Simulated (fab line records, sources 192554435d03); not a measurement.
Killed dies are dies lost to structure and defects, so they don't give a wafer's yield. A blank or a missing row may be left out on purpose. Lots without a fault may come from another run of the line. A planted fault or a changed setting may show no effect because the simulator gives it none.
fab line records | flow n5_finfet
record lots=24 wafers=72 last_day=17
route steps=1938 shown BEOL_M3@981 BEOL_M4@1034
lots that met no fault: from a run of the same line without faults
start_h: hours from the record's first day to the start of the lot's first wafer shown | wait_h: hours since the lot's step before | " the same as in the row above | L1.1+2: a row that stands for several wafers | - no value, or no start given | * or withheld: withheld | < > ~ a bound
route shown NAME@n: a module of which the file shows steps, and the number in the route of the first | usual: mean/standard deviation of fault-free wafers | same: alike in all rows | chamber/n: place in a boat | sites: the reading at each site | _std_site: their standard deviation | _edge_site: outer sites' mean less inner sites' | radius_mm: how far each site lies from the wafer's centre | mask NAME#n: copy n | behind: the tool/chamber that last shaped the wafer | hold: why the lot was held/for how many hours/how that ended | device: the transistor (n, p or np) that didn't switch | end of line: the same wafers' tests at the end of the route | a step without rows: its recipe alone | killed: dies lost to structure and defects at the first sort, not the wafer's yield | map: a wafer's dies, x killed, . not, _ none there
set.NAME: the setting as run; set.NAME@STEP: as run at that earlier step | model.NAME: the simulator's own value behind a step, which no gauge read
steps of the route over a sample of lots; a table a step, a row a wafer
services: from which hour (start_h, from the record's first day; less than 0 if before it) a tool's chamber was out of use, for how many hours, and why
## steps
# step N5_BEOL_M3_ETCH_41
# recipe chemistry=CH3F/O2 target=SiCN target_depth_a=299 taper_deg=2 time_s=52.5 ion_energy_ev=120 mask_material=TiN pressure_mtorr=30 source_w=395 bias_w=75 Ar_flow_sccm=150 CH3F_flow_sccm=30 O2_flow_sccm=20
# usual drypump_motor_current_A=5.5/0.43 oes_product_au=0.78/0.086 rf_vpp_V=297.6/1.6 showerhead_plenum_p_Torr=2.01/0.06 throttle_valve_pct=16.28/0.24
# columns lot.wafer tool chamber start_h wait_h drypump_motor_current_A oes_product_au rf_hours_counter_h rf_vpp_V showerhead_plenum_p_Torr throttle_valve_pct
L074.1 rie_diel-03 3 - - 5.3 0.71 186 294.7 1.99 16.36
L074.2 " 0 " " 5.5 0.82 88 297.7 2.01 16.13
L074.3 " 0 " " 5.5 0.82 - 299.0 2.01 16.14
L076.1 rie_diel-05 3 - - 5.5 0.74 159 293.6 1.92 16.46
L076.2 " 0 " " 6.4 0.69 226 296.2 1.98 16.70
L076.4 " 1 " " 5.0 0.71 200 298.2 2.06 16.23
L075.1 rie_diel-02 3 - - 5.8 0.75 168 298.3 2.08 16.37
L075.2 " 2 " " 5.2 0.77 156 297.9 1.99 16.38
L075.4 " 0 " " 5.9 0.92 23 298.7 2.12 15.78
L077.1 rie_diel-02 3 - - 5.8 0.75 170 299.4 2.08 16.38
L077.5 " 0 " " 5.9 0.93 - 301.4 2.12 15.78
L077.6 " 3 " " 5.7 0.75 - 299.8 2.08 16.37
L078.1 rie_diel-03 3 - - 5.3 0.71 191 298.0 1.99 16.38
L078.2 " 0 " " 5.5 0.81 93 298.5 2.01 16.16
L078.3 " 2 " " 4.8 0.99 3 299.5 2.06 16.15
L079.1 rie_diel-05 2 - - 6.3 0.69 216 295.5 1.89 16.61
L079.2 " 0 " " 6.4 0.67 232 296.0 1.98 16.72
L079.3 " 3 " " 5.5 0.75 164 295.5 1.92 16.50
L080.2 rie_diel-02 2 - - 5.2 0.76 165 297.6 1.99 16.40
L080.5 " 1 " " 5.4 0.87 - 297.8 2.03 16.00
L080.6 " 2 " " 5.2 0.76 - 296.4 1.99 16.40
L081.1 rie_diel-02 0 - - 5.9 0.91 33 300.6 2.12 15.80
L081.2 " 1 " " 5.4 0.87 38 298.1 2.03 15.99
L081.6 " 1 " " 5.4 0.87 - 298.9 2.03 16.00
L082.2 rie_diel-02 3 - - 5.8 0.73 179 298.1 2.08 16.39
L082.5 " 1 " " 5.4 0.86 - 299.4 2.03 16.01
L082.6 " 2 " " 5.2 0.77 - 297.1 1.99 16.41
L083.1 rie_diel-03 0 - - 5.5 0.80 105 297.9 2.01 16.18
L083.3 " 3 " " 5.3 0.70 203 297.3 1.99 16.38
L083.5 " 2 " " 4.8 0.94 - 298.7 2.05 16.19
L084.1 rie_diel-03 0 - - 5.6 0.81 106 298.4 2.01 16.17
L084.3 " 2 " " 4.8 0.93 15 299.6 2.05 16.19
L084.6 " 3 " " 5.3 0.70 - 296.4 1.99 16.40
L085.3 rie_diel-02 2 - - 5.2 0.76 174 297.9 1.99 16.41
L085.4 " 3 " " 5.8 0.73 186 297.9 2.08 16.39
L085.5 " 2 " " 5.2 0.75 - 296.4 1.99 16.43
L086.2 rie_diel-05 3 - - 5.5 0.74 177 295.2 1.92 16.51
L086.5 " 0 " " 6.5 0.68 - 297.2 1.97 16.75
L086.6 " 3 " " 5.5 0.73 - 294.9 1.92 16.52
L087.3 rie_diel-02 2 - - 5.2 0.75 175 296.1 1.99 16.40
L087.5 " 3 " " 5.8 0.73 - 298.1 2.07 16.41
L087.6 " 0 " " 5.9 0.89 - 301.0 2.12 15.83
L088.1 rie_diel-05 0 - - 6.5 0.67 246 298.0 1.97 16.74
L088.3 " 3 " " 5.5 0.75 178 294.4 1.92 16.51
L088.4 " 2 " " 6.4 0.69 231 295.0 1.89 16.64
L089.1 rie_diel-02 1 - - 5.4 0.85 52 297.5 2.03 16.03
L089.3 " 2 " " 5.2 0.75 179 297.2 1.98 16.42
L089.6 " 1 " " 5.4 0.85 - 299.2 2.03 16.03
L091.1 rie_diel-03 0 - - 5.6 0.79 117 297.5 2.00 16.19
L091.5 " 3 " " 5.3 0.69 - 298.9 1.98 16.42
L091.6 " 1 " " 5.4 0.79 - 298.5 2.01 16.24
L090.1 rie_diel-05 3 - - 5.5 0.73 191 294.6 1.91 16.53
L090.3 " 2 " " 6.3 0.67 244 294.6 1.88 16.67
L090.5 " 3 " " 5.5 0.73 - 293.9 1.91 16.53
L092.1 rie_diel-03 0 - - 5.6 0.78 126 296.8 2.00 16.23
L092.2 " 2 " " 4.8 0.90 29 298.2 2.05 16.21
L092.3 " 1 " " 5.4 0.78 133 296.0 2.01 16.26
L093.1 rie_diel-03 1 - - 5.4 0.78 133 297.3 2.01 16.26
L093.2 " 2 " " 4.8 0.90 30 297.7 2.05 16.20
L093.4 " 3 " " 5.4 0.67 225 297.0 1.98 16.43
L094.2 rie_diel-05 2 - - 6.3 0.67 250 296.6 1.88 16.67
L094.4 " 3 " " 5.5 0.72 196 296.5 1.91 16.54
L094.6 " 1 " " 5.0 0.68 - 298.9 2.05 16.32
L095.1 rie_diel-02 2 - - 5.2 0.75 184 298.0 1.98 16.43
L095.4 " 1 " " 5.4 0.84 57 297.2 2.02 16.03
L095.6 " 2 " " 5.2 0.74 - 297.0 1.98 16.45
L096.2 rie_diel-03 1 - - 5.5 0.78 140 300.2 2.01 16.28
L096.4 " 2 " " 4.8 0.88 37 297.3 2.04 16.22
L096.6 " 1 " " 5.4 0.77 - 297.9 2.01 16.26
L097.3 rie_diel-03 0 - - 5.5 0.77 136 297.4 2.00 16.23
L097.4 " 2 " " 4.8 0.89 40 298.7 2.04 16.23
L097.5 " 0 " " 5.5 0.77 - 298.5 2.00 16.24
# step N5_BEOL_M4_CD_MEAS_11
# recipe target_cd_nm=16.79 landing_energy_ev=500 detector=se_inlens polarity=opening
# usual cd_nm=16.84/0.22
# columns lot.wafer tool chamber start_h wait_h cd_nm
L074.1 cd_sem-01 0 161.03 - 17.03
L074.2 " 0 " " 16.93
L074.3 " 0 " " 17.19
L076.1 cd_sem-03 0 167.32 - 16.91
L076.2 " 0 " " 17.21
L076.4 " 0 " " 17.02
L075.1 cd_sem-02 0 167.88 - 16.55
L075.2 " 0 " " 16.63
L075.4 " 0 " " 16.52
L077.1 cd_sem-01 0 172.73 - 16.64
L077.5 " 0 " " 16.90
L077.6 " 0 " " 17.07
L078.1 cd_sem-03 0 173.97 - 17.23
L078.2 " 0 " " 16.96
L078.3 " 0 " " 16.87
L079.1 cd_sem-03 0 184.31 - 16.88
L079.2 " 0 " " 16.98
L079.3 " 0 " " 16.83
L080.2 cd_sem-03 0 195.33 - 17.04
L080.5 " 0 " " 16.73
L080.6 " 0 " " 17.01
L081.1 cd_sem-01 0 199.97 - 16.83
L081.2 " 0 " " 16.90
L081.6 " 0 " " 17.01
L082.2 cd_sem-02 0 207.70 - 16.91
L082.5 " 0 " " 16.60
L082.6 " 0 " " 16.77
L083.1 cd_sem-02 0 213.88 - 16.96
L083.3 " 0 " " 17.21
L083.5 " 0 " " 16.79
L084.1 cd_sem-01 0 218.62 - 16.71
L084.3 " 0 " " 16.89
L084.6 " 0 " " 16.43
L086.2 cd_sem-02 0 227.57 - 16.59
L086.5 " 0 " " 16.76
L086.6 " 0 " " 16.93
L085.3 cd_sem-03 0 227.74 - 16.59
L085.4 " 0 " " 16.80
L085.5 " 0 " " 16.81
L087.3 cd_sem-03 0 232.68 - 16.68
L087.5 " 0 " " 16.83
L087.6 " 0 " " 16.90
L088.1 cd_sem-01 0 234.05 - 16.80
L088.3 " 0 " " 17.16
L088.4 " 0 " " 16.90
L089.1 cd_sem-03 0 241.54 - 16.75
L089.3 " 0 " " 16.23
L089.6 " 0 " " 16.86
L091.1 cd_sem-01 0 255.51 - 16.96
L091.5 " 0 " " 17.10
L091.6 " 0 " " 16.83
L090.1 cd_sem-01 0 266.64 - 16.45
L090.3 " 0 " " 16.85
L090.5 " 0 " " 17.06
L092.1 cd_sem-02 0 271.45 - 16.94
L092.2 " 0 " " 16.69
L092.3 " 0 " " 16.71
L093.1 cd_sem-01 0 273.58 - 16.73
L093.2 " 0 " " 16.76
L093.4 " 0 " " 16.99
L094.2 cd_sem-03 0 276.54 - 16.57
L094.4 " 0 " " 16.49
L094.6 " 0 " " 16.88
L095.1 cd_sem-03 0 286.81 - 16.38
L095.4 " 0 " " 16.68
L095.6 " 0 " " 16.79
L096.2 cd_sem-02 0 288.15 - 16.69
L096.4 " 0 " " 17.04
L096.6 " 0 " " 16.82
L097.3 cd_sem-03 0 296.89 - 16.73
L097.4 " 0 " " 16.86
L097.5 " 0 " " 16.78
# step N5_BEOL_M4_DESCUM_33
# recipe chemistry=O2 time_s=7 source_power_w=50 bias_power_w=20 pressure_mtorr=20 rf_frequency_hz=2.712e+07 temp_c=40 resist=CAR-EUV o2_flow_sccm=225
# usual drypump_motor_current_A=5.7/0.52 oes_product_au=0.80/0.1 rf_vpp_V=243.1/1.4 showerhead_plenum_p_Torr=2.10/0.071 throttle_valve_pct=20.40/0.18
# columns lot.wafer tool chamber start_h wait_h drypump_motor_current_A oes_product_au rf_hours_counter_h rf_vpp_V showerhead_plenum_p_Torr throttle_valve_pct
L074.1 rie_diel-01 0 162.03 0.0 5.4 0.99 4 245.2 2.15 20.63
L074.2 " 1 " " 4.8 0.93 16 244.1 2.04 20.05
L074.3 " 2 " " 5.5 0.73 170 242.3 2.08 20.25
L076.1 rie_diel-01 3 168.33 0.0 5.8 0.90 28 243.8 2.14 20.36
L076.2 " 0 " " 5.4 0.96 7 242.7 2.15 20.61
L076.4 " 2 " " 5.5 0.73 173 243.8 2.08 20.27
L075.1 rie_diel-06 2 169.07 0.0 5.4 0.98 1 242.5 2.05 20.22
L075.2 " 3 " " 6.8 0.74 168 245.0 2.18 20.57
L075.4 " 1 " " 5.3 0.69 226 241.4 2.05 20.41
L077.1 rie_diel-04 1 173.73 0.0 5.6 0.70 212 242.8 2.07 20.39
L077.5 " 1 " " 5.6 0.69 - 242.6 2.07 20.40
L077.6 " 2 " " 6.5 0.96 - 245.3 2.23 20.32
L078.1 rie_diel-04 1 174.97 0.0 5.6 0.70 213 242.3 2.07 20.40
L078.2 " 0 " " 5.6 0.69 239 241.6 2.07 20.87
L078.3 " 3 " " 5.6 0.74 187 240.0 1.99 20.18
L079.1 rie_diel-01 2 185.48 0.0 5.5 0.71 179 242.1 2.08 20.27
L079.2 " 0 " " 5.4 0.95 13 242.8 2.15 20.63
L079.3 " 3 " " 5.8 0.89 34 244.3 2.14 20.37
L080.2 rie_diel-06 2 196.47 0.0 5.4 0.92 12 242.5 2.05 20.23
L080.5 " 3 " " 6.8 0.74 - 245.7 2.18 20.58
L080.6 " 2 " " 5.4 0.92 - 243.2 2.05 20.24
L081.1 rie_diel-04 3 201.11 0.0 5.6 0.73 196 242.4 1.99 20.17
L081.2 " 2 " " 6.5 0.93 17 244.6 2.22 20.30
L081.6 " 3 " " 5.6 0.73 - 241.9 1.99 20.19
L082.2 rie_diel-04 1 208.99 0.0 5.6 0.69 222 243.9 2.07 20.40
L082.5 " 3 " " 5.6 0.73 - 241.7 1.99 20.19
L082.6 " 1 " " 5.6 0.69 - 240.9 2.07 20.40
L083.1 rie_diel-06 0 215.22 0.0 5.5 0.75 153 243.9 2.18 20.58
L083.3 " 1 " " 5.3 0.68 243 243.3 2.05 20.44
L083.5 " 3 " " 6.8 0.74 - 245.4 2.18 20.61
L084.1 rie_diel-06 3 219.79 0.0 6.8 0.74 186 244.9 2.18 20.58
L084.3 " 2 " " 5.4 0.92 19 243.5 2.05 20.26
L084.6 " 0 " " 5.5 0.74 - 244.1 2.18 20.57
L086.2 rie_diel-06 3 228.70 0.0 6.8 0.74 188 244.7 2.17 20.63
L086.5 " 1 " " 5.3 0.68 - 241.6 2.05 20.45
L086.6 " 2 " " 5.4 0.92 - 242.2 2.05 20.26
L085.3 rie_diel-04 2 229.17 0.3 6.5 0.90 30 246.3 2.22 20.35
L085.4 " 3 " " 5.6 0.72 209 240.1 1.98 20.21
L085.5 " 3 " " 5.6 0.72 - 242.0 1.98 20.20
L087.3 rie_diel-01 2 233.80 0.0 5.5 0.71 197 243.6 2.07 20.29
L087.5 " 0 " " 5.3 0.91 - 244.4 2.14 20.67
L087.6 " 1 " " 4.8 0.88 - 242.0 2.03 20.10
L088.1 rie_diel-04 0 235.22 0.2 5.6 0.96 5 243.0 2.06 20.54
L088.3 " 2 " " 6.5 0.89 33 244.4 2.22 20.36
L088.4 " 1 " " 5.6 0.68 231 243.4 2.06 20.43
L089.1 rie_diel-01 3 242.55 0.0 5.8 0.87 54 242.3 2.13 20.41
L089.3 " 0 " " 5.4 0.90 32 244.2 2.14 20.67
L089.6 " 0 " " 5.4 0.90 - 243.9 2.14 20.67
L091.1 rie_diel-04 1 256.69 0.2 5.6 0.67 240 242.3 2.06 20.41
L091.5 " 2 " " 6.5 0.88 - 245.5 2.22 20.33
L091.6 " 1 " " 5.6 0.68 - 242.0 2.06 20.42
L090.1 rie_diel-04 1 267.68 0.0 5.6 0.68 244 243.5 2.06 20.44
L090.3 " 3 " " 5.6 0.72 224 241.7 1.98 20.22
L090.5 " 3 " " 5.6 0.71 - 240.2 1.98 20.22
L092.1 rie_diel-04 1 272.95 0.5 5.6 0.67 246 242.6 2.06 20.45
L092.2 " 3 " " 5.6 0.71 226 240.5 1.98 20.23
L092.3 " 2 " " 6.5 0.87 47 244.8 2.21 20.36
L093.1 rie_diel-01 3 274.84 0.2 5.8 0.85 65 242.3 2.13 20.42
L093.2 " 2 " " 5.5 0.69 211 244.1 2.07 20.32
L093.4 " 1 " " 4.8 0.85 57 243.4 2.03 20.12
L094.2 rie_diel-01 1 277.54 0.0 4.9 0.85 58 242.2 2.03 20.10
L094.4 " 3 " " 5.7 0.85 66 243.2 2.13 20.42
L094.6 " 2 " " 5.5 0.70 - 242.6 2.07 20.31
L095.1 rie_diel-06 3 288.69 0.2 6.8 0.71 212 241.9 2.17 20.64
L095.4 " 2 " " 5.4 0.86 - 242.6 2.04 20.30
L095.6 " 0 " " 5.5 0.72 - 244.3 2.16 20.63
L096.2 rie_diel-06 0 289.44 0.1 5.5 0.71 185 242.9 2.16 20.62
L096.4 " 3 " " 6.8 0.71 - 244.7 2.17 20.66
L096.6 " 2 " " 5.4 0.87 - 240.2 2.04 20.29
L097.3 rie_diel-01 0 297.88 0.0 5.4 0.86 52 243.0 2.13 20.69
L097.4 " 3 " " 5.8 0.84 73 242.3 2.13 20.43
L097.5 " 1 " " 4.9 0.83 - 243.0 2.03 20.13
# step N5_BEOL_M4_STRIP_97
# recipe chemistry=N2/H2 time_s=10 power_w=450 temp_c=40 pressure_mtorr=20 rf_frequency_hz=6e+07 bias_power_w=7 n2_flow_sccm=200 h2_flow_sccm=200
# usual drypump_motor_current_A=5.7/0.53 oes_product_au=0.80/0.098 rf_vpp_V=59.2/0.85 showerhead_plenum_p_Torr=2.55/0.081 throttle_valve_pct=23.62/0.19
# columns lot.wafer tool chamber start_h wait_h drypump_motor_current_A oes_product_au rf_hours_counter_h rf_vpp_V showerhead_plenum_p_Torr throttle_valve_pct
L074.1 rie_diel-06 1 - - 5.3 0.69 224 60.0 2.51 23.65
L074.2 " 3 " " 6.8 0.75 166 58.6 2.64 23.51
L074.3 " 0 " " 5.5 0.76 135 59.7 2.65 23.72
L076.1 rie_diel-01 2 - - 5.5 0.72 174 58.9 2.53 23.50
L076.2 " 0 " " 5.4 0.97 8 58.7 2.61 23.92
L076.4 " 1 " " 4.9 0.92 21 58.0 2.49 23.39
L075.1 rie_diel-06 0 - - 5.5 0.75 139 59.9 2.65 23.75
L075.2 " 1 " " 5.3 0.69 228 58.5 2.51 23.68
L075.4 " 3 " " 6.8 0.74 169 58.6 2.64 23.49
L077.1 rie_diel-01 1 - - 4.9 0.91 25 59.9 2.49 23.39
L077.5 " 1 " " 4.9 0.91 - 60.0 2.48 23.41
L077.6 " 2 " " 5.5 0.72 - 58.9 2.53 23.51
L078.1 rie_diel-06 0 - - 5.5 0.75 142 60.1 2.65 23.72
L078.2 " 2 " " 5.4 0.96 7 59.7 2.50 23.37
L078.3 " 1 " " 5.4 0.68 232 59.7 2.50 23.69
L079.1 rie_diel-01 2 - - 5.5 0.72 179 60.1 2.52 23.50
L079.2 " 0 " " 5.4 0.95 13 60.0 2.61 23.92
L079.3 " 3 " " 5.8 0.90 34 60.9 2.60 23.48
L080.2 rie_diel-04 3 - - 5.6 0.73 197 58.7 2.41 23.42
L080.5 " 0 " " 5.6 0.68 - 59.2 2.50 24.09
L080.6 " 1 " " 5.6 0.68 - 58.6 2.51 23.88
L081.1 rie_diel-06 2 - - 5.4 0.92 14 59.2 2.49 23.38
L081.2 " 3 " " 6.8 0.74 180 59.3 2.63 23.53
L081.6 " 0 " " 5.5 0.75 - 60.7 2.65 23.74
L082.2 rie_diel-01 1 - - 4.8 0.90 34 60.5 2.48 23.40
L082.5 " 0 " " 5.3 0.93 - 60.0 2.61 23.95
L082.6 " 3 " " 5.8 0.89 - 58.9 2.59 23.47
L083.1 rie_diel-04 3 - - 5.6 0.73 204 58.1 2.41 23.45
L083.3 " 2 " " 6.5 0.90 - 59.0 2.71 23.75
L083.5 " 3 " " 5.6 0.73 - 59.0 2.41 23.44
L084.1 rie_diel-04 2 - - 6.5 0.91 29 59.8 2.71 23.76
L084.3 " 1 " " 5.6 0.69 228 59.9 2.51 23.89
L084.6 " 1 " " 5.6 0.69 - 58.4 2.51 23.89
L086.2 rie_diel-01 2 - - 5.5 0.70 197 58.3 2.52 23.54
L086.5 " 1 " " 4.9 0.88 - 59.2 2.48 23.44
L086.6 " 2 " " 5.5 0.70 - 58.8 2.52 23.56
L085.3 rie_diel-06 3 - - 6.8 0.73 189 60.9 2.63 23.51
L085.4 " 2 " " 5.4 0.90 23 60.6 2.49 23.39
L085.5 " 1 " " 5.3 0.67 - 58.6 2.50 23.69
L087.3 rie_diel-04 2 - - 6.5 0.88 34 59.1 2.71 23.77
L087.5 " 2 " " 6.5 0.89 - 59.2 2.71 23.77
L087.6 " 3 " " 5.6 0.72 - 58.8 2.40 23.45
L088.1 rie_diel-06 2 - - 5.4 0.89 25 59.7 2.49 23.39
L088.3 " 0 " " 5.5 0.74 160 57.9 2.64 23.75
L088.4 " 1 " " 5.4 0.67 251 60.1 2.50 23.71
L089.1 rie_diel-01 0 - - 5.4 0.89 35 59.1 2.60 23.95
L089.3 " 2 " " 5.5 0.70 203 60.4 2.51 23.56
L089.6 " 3 " " 5.8 0.86 - 59.6 2.59 23.48
L091.1 rie_diel-06 0 - - 5.5 0.73 171 59.3 2.64 23.76
L091.5 " 0 " " 5.5 0.72 - 57.7 2.64 23.75
L091.6 " 2 " " 5.4 0.89 - 58.8 2.48 23.38
L090.1 rie_diel-04 3 - - 5.6 0.71 224 60.2 2.40 23.47
L090.3 " 2 " " 6.5 0.88 45 60.1 2.70 23.77
L090.5 " 2 " " 6.5 0.88 - 59.8 2.70 23.78
L092.1 rie_diel-06 3 - - 6.8 0.72 206 59.0 2.62 23.55
L092.2 " 0 " " 5.5 0.73 176 59.4 2.63 23.77
L092.3 " 3 " " 6.8 0.71 - 59.0 2.62 23.54
L093.1 rie_diel-01 0 - - 5.4 0.89 44 59.2 2.60 23.97
L093.2 " 3 " " 5.8 0.85 66 59.3 2.58 23.50
L093.4 " 1 " " 4.9 0.86 57 57.5 2.47 23.45
L094.2 rie_diel-01 1 - - 4.8 0.86 59 57.6 2.47 23.46
L094.4 " 2 " " 5.5 0.69 213 59.2 2.51 23.56
L094.6 " 2 " " 5.5 0.69 - 60.0 2.51 23.55
L096.2 rie_diel-01 3 - - 5.7 0.84 71 58.0 2.58 23.51
L096.4 " 0 " " 5.4 0.88 50 59.3 2.59 23.96
L096.6 " 2 " " 5.5 0.69 - 58.6 2.51 23.58
L095.1 rie_diel-04 0 - - 5.6 0.89 28 60.2 2.49 23.83
L095.4 " 1 " " 5.6 0.97 0 60.0 2.50 23.62
L095.6 " 1 " " 5.6 0.99 - 59.5 2.50 23.61
L097.3 rie_diel-06 2 - - 5.4 0.86 50 59.3 2.48 23.42
L097.4 " 3 " " 6.8 0.72 - 60.6 2.62 23.58
L097.5 " 0 " " 5.5 0.72 - 60.7 2.63 23.79
# step N5_BEOL_M4_OCD_MEAS_38
# usual trench_depth_nm=55.4/0.75
# columns lot.wafer tool chamber start_h wait_h trench_depth_nm
L074.1 ocd-01 - 163.66 - 54.9
L074.2 " - " " 54.8
L074.3 " - " " 54.7
L076.1 ocd-02 - 172.15 - 54.1
L076.2 " - " " 56.7
L076.4 " - " " 56.4
L075.1 ocd-01 - 172.34 - 55.1
L075.2 " - " " 54.6
L075.4 " - " " 55.0
L077.1 ocd-02 - 182.45 - 56.3
L077.5 " - " " 56.6
L077.6 " - " " 55.6
L078.1 ocd-02 - 182.62 - 55.0
L078.2 " - " " 55.6
L078.3 " - " " 54.4
L079.1 ocd-01 - 186.60 - 54.5
L079.2 " - " " 56.9
L079.3 " - " " 55.1
L080.2 ocd-02 - 203.58 - 55.2
L080.5 " - " " 54.4
L080.6 " - " " 53.3
L081.1 ocd-02 - 203.84 - 55.6
L081.2 " - " " 55.1
L081.6 " - " " 55.1
L082.2 ocd-01 - 210.01 - 55.9
L082.5 " - " " 57.2
L082.6 " - " " 55.3
L083.1 ocd-01 - 219.09 - 55.9
L083.3 " - " " 55.5
L083.5 " - " " 55.9
L084.1 ocd-01 - 226.01 - 55.5
L084.3 " - " " 54.4
L084.6 " - " " 54.5
L086.2 ocd-01 - 232.34 - 54.6
L086.5 " - " " 55.5
L086.6 " - " " 55.2
L085.3 ocd-01 - 232.50 - 55.5
L085.4 " - " " 55.7
L085.5 " - " " 56.0
L087.3 ocd-01 - 240.31 - 55.4
L087.5 " - " " 55.0
L087.6 " - " " 55.8
L088.1 ocd-02 - 240.40 - 55.6
L088.3 " - " " 55.1
L088.4 " - " " 55.1
L089.1 ocd-01 - 248.67 - 56.3
L089.3 " - " " 54.6
L089.6 " - " " 55.1
L091.1 ocd-01 - 261.97 - 55.2
L091.5 " - " " 54.9
L091.6 " - " " 55.4
L090.1 ocd-02 - 269.84 - 55.5
L090.3 " - " " 55.6
L090.5 " - " " 55.1
L092.1 ocd-02 - 274.04 - 54.9
L092.2 " - " " 55.2
L092.3 " - " " 55.2
L093.1 ocd-02 - 276.11 - 57.2
L093.2 " - " " 55.8
L093.4 " - " " 55.9
L094.2 ocd-01 - 279.57 - 55.9
L094.4 " - " " 55.5
L094.6 " - " " 55.1
L096.2 ocd-01 - 290.91 - 56.1
L096.4 " - " " 56.6
L096.6 " - " " 55.1
L095.1 ocd-01 - 299.09 - 56.1
L095.4 " - " " 54.6
L095.6 " - " " 55.3
L097.3 ocd-01 - 302.38 - 55.4
L097.4 " - " " 54.1
L097.5 " - " " 54.8
# step N5_BEOL_M4_SPUTTER_79
# recipe material=Cu target_thk_a=45 temp_c=-20 chamber_pressure_pa=0.07 power_w=withheld time_s=8.29
# usual chamber_pressure_pa=0.07/0.00014 throttle_valve_pct=30.0/0.99
# columns lot.wafer tool chamber start_h wait_h chamber_pressure_pa throttle_valve_pct
L074.1 pvd_sputter-02 - 165.19 0.1 0.06969 28.9
L074.2 " - " " 0.06987 28.8
L074.3 " - " " 0.0701 30.5
L076.1 pvd_sputter-02 - 173.68 0.1 0.06974 31.7
L076.2 " - " " 0.06992 30.4
L076.4 " - " " 0.0702 28.9
L075.1 pvd_sputter-03 - 173.82 0.1 0.07 28.6
L075.2 " - " " 0.07015 30.8
L075.4 " - " " 0.06998 28.4
L077.1 pvd_sputter-03 - 183.80 0.1 0.07011 28.5
L077.5 " - " " 0.07007 27.9
L077.6 " - " " 0.06977 31.2
L078.1 pvd_sputter-02 - 184.20 0.1 0.07 31.6
L078.2 " - " " 0.07016 28.8
L078.3 " - " " 0.06995 30.6
L079.1 pvd_sputter-01 - 187.95 0.1 0.06986 30.5
L079.2 " - " " 0.07014 31.0
L079.3 " - " " 0.07002 29.3
L080.2 pvd_sputter-03 - 204.97 0.1 0.06986 31.5
L080.5 " - " " 0.07006 28.3
L080.6 " - " " 0.06996 29.7
L081.1 pvd_sputter-01 - 205.55 0.1 0.06992 30.8
L081.2 " - " " 0.07027 29.4
L081.6 " - " " 0.06991 31.1
L082.2 pvd_sputter-02 - 211.98 0.1 0.06997 31.8
L082.5 " - " " 0.07015 30.3
L082.6 " - " " 0.06996 31.6
L083.1 pvd_sputter-01 - 221.56 0.1 0.07006 31.0
L083.3 " - " " 0.07006 30.5
L083.5 " - " " 0.07004 31.0
L084.1 pvd_sputter-03 - 227.77 0.1 0.06996 29.0
L084.3 " - " " 0.06974 28.2
L084.6 " - " " 0.06998 28.6
L086.2 pvd_sputter-03 - 234.02 0.1 0.07005 28.7
L086.5 " - " " 0.07001 29.8
L086.6 " - " " 0.06987 28.6
L085.3 pvd_sputter-01 - 234.34 0.1 0.07011 30.1
L085.4 " - " " 0.07011 29.7
L085.5 " - " " 0.07006 29.8
L087.3 pvd_sputter-02 - 241.56 0.1 0.0702 28.9
L087.5 " - " " 0.07011 28.9
L087.6 " - " " 0.06997 28.9
L088.1 pvd_sputter-01 - 241.85 0.1 0.06969 29.6
L088.3 " - " " 0.07012 29.5
L088.4 " - " " 0.06989 30.5
L089.1 pvd_sputter-01 - 250.45 0.1 0.07013 30.9
L089.3 " - " " 0.06998 30.5
L089.6 " - " " 0.07021 29.8
L091.1 pvd_sputter-03 - 266.02 0.1 0.06956 31.4
L091.5 " - " " 0.07016 29.7
L091.6 " - " " 0.07001 28.6
L090.1 pvd_sputter-01 - 271.12 0.1 0.07011 30.1
L090.3 " - " " 0.07008 30.6
L090.5 " - " " 0.06985 29.3
L092.1 pvd_sputter-01 - 275.28 0.1 0.07003 30.6
L092.2 " - " " 0.06989 30.5
L092.3 " - " " 0.06982 29.5
L093.1 pvd_sputter-01 - 277.74 0.1 0.0701 30.6
L093.2 " - " " 0.06982 29.9
L093.4 " - " " 0.06997 30.9
L094.2 pvd_sputter-02 - 281.30 0.1 0.06983 28.8
L094.4 " - " " 0.07008 30.8
L094.6 " - " " 0.07006 28.8
L096.2 pvd_sputter-02 - 294.59 0.1 0.06985 30.4
L096.4 " - " " 0.06994 31.8
L096.6 " - " " 0.07002 29.1
L095.1 pvd_sputter-01 - 300.87 0.1 0.06994 29.5
L095.4 " - " " 0.0701 30.5
L095.6 " - " " 0.06968 30.7
L097.3 pvd_sputter-01 - 305.59 0.1 0.06989 29.5
L097.4 " - " " 0.06991 30.9
L097.5 " - " " 0.07 30.1
## services
# columns tool chamber start_h hours kind
rie_diel-03 - 130.92 0.7 repair
rie_diel-04 2 135.03 - clean
rie_diel-04 2 135.03 - consumable_replace:focus_ring
rie_diel-04 2 135.03 - consumable_replace:showerhead
rie_diel-02 - 140.34 0.4 repair
rie_diel-03 1 149.89 4.6 repair
rie_diel-06 2 150.22 - clean
rie_diel-06 2 150.22 - consumable_replace:focus_ring
rie_diel-06 2 150.22 14.8 scheduled_down
rie_diel-06 2 150.22 14.8 vent_cycle
rie_diel-05 0 215.24 3.8 repair
rie_diel-04 1 217.32 5.2 repair
rie_diel-06 1 242.35 55.8 repair
rie_diel-02 - 243.38 28.1 pm
rie_diel-05 - 253.86 0.2 repair
rie_diel-04 0 265.68 8.2 repair
rie_diel-06 2 272.24 7.4 repair
rie_diel-02 3 290.29 7.6 repair
rie_diel-02 1 297.44 11.5 repair
rie_diel-06 1 298.26 - clean
rie_diel-06 1 298.26 - consumable_replace:focus_ring
rie_diel-06 1 298.26 15.7 scheduled_down
rie_diel-06 1 298.26 15.7 vent_cycle
rie_diel-04 2 302.97 9.8 repair
## key
fault none
